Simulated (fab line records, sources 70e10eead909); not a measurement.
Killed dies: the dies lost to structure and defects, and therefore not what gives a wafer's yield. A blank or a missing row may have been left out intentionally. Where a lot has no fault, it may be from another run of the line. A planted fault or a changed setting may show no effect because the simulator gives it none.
Which of the tools did it? ; flow nand harc ; 11 lots with 33 wafers sampled at 6 steps, on a route of 1302 steps

== WHAT THE GAUGES READ, wafer by wafer ==
NHARC_P_GATE_CD_MEAS_59: target cd 720 nm. Usual: cd nm at 720.3 nm, with a standard deviation of 2.3.
lot;measured;on;cd nm (nm);flag
L366;day 6 00:58;cd sem-02;717.7 719.0 721.9;
L367;day 6 01:42;cd sem-01;718.7 724.1 719.6;
L370;day 7 07:10;cd sem-02;719.2 722.0 720.9;
L371;day 7 22:10;cd sem-03;721.9 723.5 717.4;
L372;day 8 13:56;cd sem-02;715.4 716.6 720.6;
L376;day 10 03:49;cd sem-01;719.3 717.2 718.9;
L377;day 10 10:20;cd sem-01;717.7 723.1 720.6;
L379;day 11 13:00;cd sem-01;715.4 715.8 720.1;
L380;day 11 13:52;cd sem-01;- - -;OFF
L381;day 11 18:21;cd sem-02;721.0 719.2 719.3;
L389;day 15 00:43;cd sem-03;717.1 718.8 716.6;

NHARC_END_SORT_01. Usual: killed at array 47, standard deviation 18; killed at other 0.9, standard deviation 1.1; killed at periphery 4, standard deviation 3.1; killed dies 52, standard deviation 18; killed open 3.1, standard deviation 1.5; killed short 2.4, standard deviation 1.5.
lot;measured;on;killed at array;killed at other;killed at periphery;killed dies;killed open;killed short;flag
L380;day 30 07:50;prober-01;81 72 100;0 0 0;596 605 577;677 677 677;4 5 2;7 3 2;OFF

== WHICH TOOL RAN EACH LOT (tool, then ch and the chambers of the sampled wafers, then the start) ==
lot;NHARC_P_GATE_DESCUM_31;NHARC_P_GATE_EXPOSE_56;NHARC_P_GATE_DESCUM_93;NHARC_P_GATE_STRIP_113
L366;rie diel-05 ch 0,1,3, day 5 11:34;krf scanner-02 ch 0, day 6 00:49;rie diel-09 ch 1,2, day 6 02:43;plasma asher-02 ch 0,1, day 6 03:12
L367;rie diel-05 ch 0,1,2, day 5 12:10;krf scanner-01 ch 0, day 6 01:33;rie diel-05 ch 0,1,3, day 6 03:37;plasma asher-01 ch 0,1, day 6 03:58
L370;rie diel-09 ch 1,2, day 6 17:46;krf scanner-02 ch 0, day 7 07:01;rie diel-09 ch 0,1, day 7 09:04;plasma asher-01 ch 0,1, day 7 11:44
L371;rie diel-09 ch 1,2,3, day 7 08:26;krf scanner-01 ch 0, day 7 22:00;rie diel-05 ch 0,3, day 8 00:02;plasma asher-02 ch 0,1, day 8 00:26
L372;rie diel-09 ch 1,3, day 7 22:11;krf scanner-04 ch 0, day 8 13:47;rie diel-09 ch 1,2, day 8 15:48;plasma asher-01 ch 0,1, day 8 16:25
L376;rie diel-13 ch 2,3, day 9 14:04;krf scanner-04 ch 0, day 10 03:40;rie diel-13 ch 1,2, day 10 05:33;plasma asher-02 ch 0,1, day 10 06:10
L377;rie diel-05 ch 1,2,3, day 9 20:31;krf scanner-02 ch 0, day 10 10:11;rie diel-05 ch 0,1,2, day 10 12:13;plasma asher-02 ch 0, day 10 12:42
L379;rie diel-13 ch 1,2,3, day 10 23:47;krf scanner-04 ch 0, day 11 12:50;rie diel-09 ch 0,2,3, day 11 14:53;plasma asher-01 ch 0,1, day 11 15:16
L380;rie diel-13 ch 0,2,3, day 11 00:26;krf scanner-04 ch 0, day 11 13:43;rie diel-13 ch 0,1,2, day 11 15:45;plasma asher-01 ch 0,1, day 11 16:26
L381;rie diel-09 ch 0,1,2, day 11 02:25;krf scanner-02 ch 0, day 11 18:11;rie diel-09 ch 0,1,2, day 11 20:06;plasma asher-01 ch 0,1, day 11 20:28
L389;rie diel-05 ch 0,1,3, day 14 11:16;krf scanner-02 ch 0, day 15 00:33;rie diel-05 ch 0,2,3, day 15 02:35;plasma asher-02 ch 0,1, day 15 02:57
- NHARC_P_GATE_DESCUM_31: chemistry O2, time 3 s.
- NHARC_P_GATE_EXPOSE_56: exposes mask P PSD, target cd 720 nm.
- NHARC_P_GATE_DESCUM_93: chemistry O2, time 3 s.
- NHARC_P_GATE_STRIP_113: strips in N2/H2, time 740 s.

== WHAT THE TOOLS THEMSELVES READ (means of the sampled wafers that have a number; where no wafer has one, the mark that the record gives instead) ==
NHARC_P_GATE_DESCUM_31. Usual: chamber pressure mTorr 60.00 mTorr, standard deviation 0.056; drypump motor current A 5.9 A, standard deviation 0.46; oes product au 1.000 a.u., standard deviation 0.012; rf vpp V 57.7 V, standard deviation 0.92; showerhead plenum p Torr 1.90 Torr, standard deviation 0.084; throttle valve pct 11.312 %, standard deviation 0.0087.
lot;tool;chamber pressure mTorr (mTorr);drypump motor current A (A);oes product au (a.u.);rf vpp V (V);showerhead plenum p Torr (Torr);throttle valve pct (%);flag
L366;rie diel-05;60.00;6.0;1.001;58.0;1.90;11.307;
L367;rie diel-05;59.99;5.8;0.999;58.2;1.94;11.312;
L370;rie diel-09;60.00;6.0;1.016;57.3;1.87;11.310;
L371;rie diel-09;60.00;6.1;1.004;57.9;1.86;11.323;
L372;rie diel-09;59.99;6.3;1.012;58.0;1.91;11.311;
L376;rie diel-13;59.98;5.8;1.001;58.3;1.91;11.307;
L377;rie diel-05;59.96;5.8;1.004;58.6;1.95;11.316;
L379;rie diel-13;60.05;5.8;1.004;57.7;1.94;11.298;
L380;rie diel-13;59.96;5.5;0.989;57.7;1.94;11.313;
L381;rie diel-09;59.96;6.0;0.996;57.5;1.87;11.307;
L389;rie diel-05;59.96;6.1;0.986;57.8;1.90;11.313;

NHARC_P_GATE_EXPOSE_56. Usual: reticle temp C at 23.01 C, with a standard deviation of 0.11.
lot;tool;reticle temp C (C);flag
L366;krf scanner-02;23.03;
L367;krf scanner-01;22.99;
L370;krf scanner-02;23.08;
L371;krf scanner-01;22.90;
L372;krf scanner-04;23.08;
L376;krf scanner-04;23.00;
L377;krf scanner-02;23.11;
L379;krf scanner-04;22.93;
L380;krf scanner-04;23.04;
L381;krf scanner-02;22.93;
L389;krf scanner-02;22.94;

NHARC_P_GATE_DESCUM_93. Usual: chamber pressure mTorr 59.99 mTorr, standard deviation 0.047; drypump motor current A 5.9 A, standard deviation 0.48; oes product au 0.999 a.u., standard deviation 0.011; rf vpp V 57.8 V, standard deviation 0.88; showerhead plenum p Torr 1.90 Torr, standard deviation 0.082; throttle valve pct 11.312 %, standard deviation 0.0085.
lot;tool;chamber pressure mTorr (mTorr);drypump motor current A (A);oes product au (a.u.);rf vpp V (V);showerhead plenum p Torr (Torr);throttle valve pct (%);flag
L366;rie diel-09;59.96;6.1;1.016;57.5;1.93;11.317;
L367;rie diel-05;59.99;6.0;1.007;58.0;1.90;11.306;
L370;rie diel-09;60.04;6.2;1.010;56.9;1.93;11.311;
L371;rie diel-05;59.98;6.5;1.010;57.7;1.84;11.313;
L372;rie diel-09;59.97;6.1;1.001;57.7;1.93;11.318;
L376;rie diel-13;59.99;5.7;1.003;57.6;1.99;11.309;
L377;rie diel-05;59.95;5.8;0.994;58.7;1.94;11.310;
L379;rie diel-09;60.00;6.0;1.006;57.9;1.81;11.316;
L380;rie diel-13;60.00;5.5;0.996;57.6;1.97;11.317;
L381;rie diel-09;59.93;6.0;0.999;57.4;1.87;11.309;
L389;rie diel-05;59.98;6.2;0.999;58.1;1.88;11.322;

NHARC_P_GATE_STRIP_113. Usual: drypump motor current A 5.66 A, standard deviation 0.17; heater power w 83 W, standard deviation 6.5.
lot;tool;drypump motor current A (A);heater power w (W);flag
L366;plasma asher-02;5.78;86;
L367;plasma asher-01;5.63;79;
L370;plasma asher-01;5.63;78;
L371;plasma asher-02;5.64;84;
L372;plasma asher-01;5.58;85;
L376;plasma asher-02;5.80;85;
L377;plasma asher-02;5.48;80;
L379;plasma asher-01;5.63;85;
L380;plasma asher-01;5.61;86;
L381;plasma asher-01;5.62;80;
L389;plasma asher-02;5.80;83;

== THE ANSWER, worked out from the rows above alone ==
Rule: a lot is off if the mean of its wafers that have a number lies more than 3 standard deviations from the usual mean. Also off: a lot with no number at a reading for which 4 or more lots have one. All remaining lots with rows at the step are treated as sound. The gauges are gone through in route order, then the tools' own readings, and for those a lot's mean is taken as printed above. The first step at which some lot is off is used, and at that step the reading that is off furthest; a lot without a number counts as furthest.
Off: L380 (NHARC_P_GATE_CD_MEAS_59, cd nm). Without a number there: L380.
A tool fits if, at a process step before that reading, it ran every lot that is off, and no sound lot after the first of them. The gauges at NHARC_P_GATE_CD_MEAS_59 aren't tried: what is off there is off at NHARC_END_SORT_01 too, on other tools, and a gauge's error can't cause that. 2 tools fit, rie diel-13 at NHARC_P_GATE_DESCUM_31 and krf scanner-04 at NHARC_P_GATE_EXPOSE_56, so this cannot tell which one it is.

== WHAT WAS PUT IN BY THE SIMULATOR ==
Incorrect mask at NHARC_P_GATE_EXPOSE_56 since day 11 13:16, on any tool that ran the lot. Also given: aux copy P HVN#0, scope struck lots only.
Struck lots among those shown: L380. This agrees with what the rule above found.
